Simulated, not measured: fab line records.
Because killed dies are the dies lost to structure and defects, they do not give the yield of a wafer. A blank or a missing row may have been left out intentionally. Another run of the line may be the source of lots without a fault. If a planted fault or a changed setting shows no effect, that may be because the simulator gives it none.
A struck lot beside a sound one ; flow n5-finfet ; 14 steps out of a route of 1938
Sound: the wafers L147.2, L147.3, L147.5. Wafers struck: L154.2, L154.4, L154.5. The cause is given at the end.
Each step with rows lists, per side, the tool, then ch with its chambers, then its first start. Under that, the readings that differ: sound wafers ; struck wafers ; difference of the means ; sigmas: that difference in standard deviations of wafers without a fault.
alike: readings whose means differ by less than 2 such deviations, and words and numbers that are the same on both sides. not compared: withheld readings, readings that some wafer has no value for, bounds like >300 that may hide the same value, and numbers for which the record gives no deviation and whose values overlap.
A row with sigmas, a row that says differs or no value, or rows on one side alone: a step with any of these is where the two part. When numbers do not overlap yet have no deviation, they are printed without sigmas and do not part them. A reading that every wafer of one side lacks parts them only if that side has two wafers or more.

N5_BEOL_M3_INSPECT_59: inspects for defects (darkfield).
  sound on defect-inspect-01 at day 8 18:38; struck on defect-inspect-02 at day 10 09:58
  alike: raw-defect-count
N5_BEOL_M4_ILD_DEP_00: deposits SiOC from DEMS/O2, target thk 79 nm, time 15.3 s.
  sound on pecvd-03 ch 0,1,2, day 8 18:40; struck on pecvd-01 ch 2, day 10 10:00
  alike: heater-power-w, showerhead-plenum-p-Torr, throttle-valve-pct
N5_BEOL_M4_THK_MEAS_01:
  sound on film-metro-02 at day 8 18:44; struck on film-metro-02 at day 10 10:05
  alike: M4_ILD_THK
N5_BEOL_M4_PECVD_72: deposits SiO2 from TEOS/O2, target thk 16 nm, time 18 s.
  sound on pecvd-04 ch 1,2, day 8 18:47; struck on pecvd-01 ch 1,2, day 10 10:07
  alike: heater-power-w, showerhead-plenum-p-Torr, throttle-valve-pct
N5_BEOL_M4_HM_DEP_02: deposits TiN, target thk 20 nm.
  sound on pvd-sputter-03 at day 8 21:44; struck on pvd-sputter-02 at day 10 11:43
  alike: throttle-valve-pct
then, 7 steps without rows for these wafers: N5_BEOL_M4_COAT_61 (time 60 s, resist thk 60 nm); N5_BEOL_M4_COAT_62 (time 60 s, resist thk 12 nm); N5_BEOL_M4_COAT_73 (time 60 s, resist thk 5 nm); N5_BEOL_M4_COAT_05 (resist thk 30 nm); N5_BEOL_M4_EBR_07; N5_BEOL_M4_SOFTBAKE_06 (time 60 s); N5_BEOL_M4_EXPOSE_08 (exposes mask M4).
N5_BEOL_M4_PEB_09: peb time 60 s.
  sound on litho-track-05 ch 0, day 8 22:13; struck on litho-track-03, day 10 12:10
  no value came back on the struck wafers for chill-plate-temp-C (C), exhaust-pa (Pa), peb-time-s (s); on the sound wafers chill-plate-temp-C (C) reads 23.06 22.97 22.98
then, 1 step without rows for these wafers: N5_BEOL_M4_DEVELOP_10 (develop time 30 s).

WHERE THEY PART
Within this record, at N5_BEOL_M4_PEB_09 only.

WHY: the cause the simulator had injected
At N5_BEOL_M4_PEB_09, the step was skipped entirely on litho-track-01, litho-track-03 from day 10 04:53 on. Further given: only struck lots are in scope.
